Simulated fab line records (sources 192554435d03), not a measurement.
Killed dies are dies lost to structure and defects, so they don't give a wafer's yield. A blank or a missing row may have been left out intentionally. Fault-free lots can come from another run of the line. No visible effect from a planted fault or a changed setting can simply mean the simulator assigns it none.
Split-lot study / flow n5-finfet / 21 wafers read from 7 lots, route of 1938 steps

## THE SPLIT
At N5_ZERO_LAYER_ETCH_18 (etches Si in HBr/Cl2, target depth 120 nm, time 40 s), the setting icp-w was moved away from the recipe's 800 W on 9 of the 21 wafers read, by -16.5% to +16.6%. For the rest of the wafers, this setting stayed at what the recipe calls for.

The reading is taken at the split's own step.

## THE READING
etch.depth-nm (the simulator's own value, which no gauge read), in nm, at N5_ZERO_LAYER_ETCH_18 (etches Si in HBr/Cl2, target depth 120 nm, time 40 s). The file gives no usual value for it. The 12 wafers here that ran the recipe average 117.7 nm, standard deviation 2.8 nm.

wafer=L074.2; tool, chamber at the split=rie-si-04, 3; icp-w as run, W=800; against the recipe=recipe; etch.depth-nm, nm=119.1; against lot-mates on the recipe=-
wafer=L074.4; tool, chamber at the split=rie-si-04, 0; icp-w as run, W=875.3; against the recipe=+9.4%; etch.depth-nm, nm=128.2; against lot-mates on the recipe=+7.0
wafer=L074.5; tool, chamber at the split=rie-si-04, 0; icp-w as run, W=800; against the recipe=recipe; etch.depth-nm, nm=123.2; against lot-mates on the recipe=-
wafer=L079.1; tool, chamber at the split=rie-si-03, 0; icp-w as run, W=800; against the recipe=recipe; etch.depth-nm, nm=115.1; against lot-mates on the recipe=-
wafer=L079.2; tool, chamber at the split=rie-si-03, 1; icp-w as run, W=870.2; against the recipe=+8.8%; etch.depth-nm, nm=122.8; against lot-mates on the recipe=+7.4
wafer=L079.6; tool, chamber at the split=rie-si-03, 0; icp-w as run, W=800; against the recipe=recipe; etch.depth-nm, nm=115.7; against lot-mates on the recipe=-
wafer=L086.2; tool, chamber at the split=rie-si-03, 3; icp-w as run, W=668; against the recipe=-16.5%; etch.depth-nm, nm=109.2; against lot-mates on the recipe=-6.3
wafer=L086.5; tool, chamber at the split=rie-si-03, 0; icp-w as run, W=800; against the recipe=recipe; etch.depth-nm, nm=114.1; against lot-mates on the recipe=-
wafer=L086.6; tool, chamber at the split=rie-si-03, 1; icp-w as run, W=800; against the recipe=recipe; etch.depth-nm, nm=117; against lot-mates on the recipe=-
wafer=L087.1; tool, chamber at the split=rie-si-03, 1; icp-w as run, W=755.5; against the recipe=-5.6%; etch.depth-nm, nm=114.3; against lot-mates on the recipe=-7.1
wafer=L087.3; tool, chamber at the split=rie-si-03, 0; icp-w as run, W=755.5; against the recipe=-5.6%; etch.depth-nm, nm=111.2; against lot-mates on the recipe=-10.2
wafer=L087.4; tool, chamber at the split=rie-si-03, 3; icp-w as run, W=800; against the recipe=recipe; etch.depth-nm, nm=121.4; against lot-mates on the recipe=-
wafer=L088.2; tool, chamber at the split=rie-si-03, 1; icp-w as run, W=800; against the recipe=recipe; etch.depth-nm, nm=117.3; against lot-mates on the recipe=-
wafer=L088.4; tool, chamber at the split=rie-si-03, 0; icp-w as run, W=800; against the recipe=recipe; etch.depth-nm, nm=114; against lot-mates on the recipe=-
wafer=L088.6; tool, chamber at the split=rie-si-03, 1; icp-w as run, W=800; against the recipe=recipe; etch.depth-nm, nm=118.1; against lot-mates on the recipe=-
wafer=L089.1; tool, chamber at the split=rie-si-03, 3; icp-w as run, W=688.6; against the recipe=-13.9%; etch.depth-nm, nm=112.7; against lot-mates on the recipe=-3.8
wafer=L089.3; tool, chamber at the split=rie-si-03, 1; icp-w as run, W=688.6; against the recipe=-13.9%; etch.depth-nm, nm=109.2; against lot-mates on the recipe=-7.3
wafer=L089.5; tool, chamber at the split=rie-si-03, 1; icp-w as run, W=800; against the recipe=recipe; etch.depth-nm, nm=116.5; against lot-mates on the recipe=-
wafer=L090.3; tool, chamber at the split=rie-si-04, 0; icp-w as run, W=932.7; against the recipe=+16.6%; etch.depth-nm, nm=133.8; against lot-mates on the recipe=+12.9
wafer=L090.5; tool, chamber at the split=rie-si-04, 2; icp-w as run, W=932.7; against the recipe=+16.6%; etch.depth-nm, nm=133.3; against lot-mates on the recipe=+12.4
wafer=L090.6; tool, chamber at the split=rie-si-04, 1; icp-w as run, W=800; against the recipe=recipe; etch.depth-nm, nm=120.9; against lot-mates on the recipe=-

FIT RESULTS
A straight line over all 21 wafers: etch.depth-nm changes by +0.735 nm for each +1% of icp-w; r = +0.91; the points scatter about the line by 3 nm.
The same after taking each lot's own level away (the mean of its wafers on the recipe; 21 wafers): +0.632 nm for each +1%; r = +0.90; scatter 2.7 nm.
According to that fit, moving icp-w by its largest amount changes the reading by 10 nm.
From 115.40 to 121.40 nm: that is the span of the lots' own levels, equal to 2.1 times the standard deviation above.
Hence the slope depends on the lot-to-lot level, as the two fits are not the same.
Check: +10.2 nm against its lot-mates is what the line predicts for one of the wafers moved furthest among these (+16.6%) when that wafer is left out of the fit. Against them it came out at +12.9 nm.

## THE WHOLE CHAIN: every reading that the file lists as answering this split, in the file's order
step=N5_ZERO_LAYER_ETCH_18; what it does=etches Si in HBr/Cl2, target depth 120 nm, time 40 s; reading=ZERO_LAYER.feature-depth-nm (the simulator's own value, which no gauge read); change (the file's fit)=+0.608 nm for each +1% of the setting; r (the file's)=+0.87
step=N5_ZERO_LAYER_ETCH_18; what it does=etches Si in HBr/Cl2, target depth 120 nm, time 40 s; reading=etch.depth-nm (the simulator's own value, which no gauge read); change (the file's fit)=+0.608 nm for each +1% of the setting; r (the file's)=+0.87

## FILE'S OWN FIT
etch.depth-nm changes by +0.608 nm for each +1% of icp-w, r = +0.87.
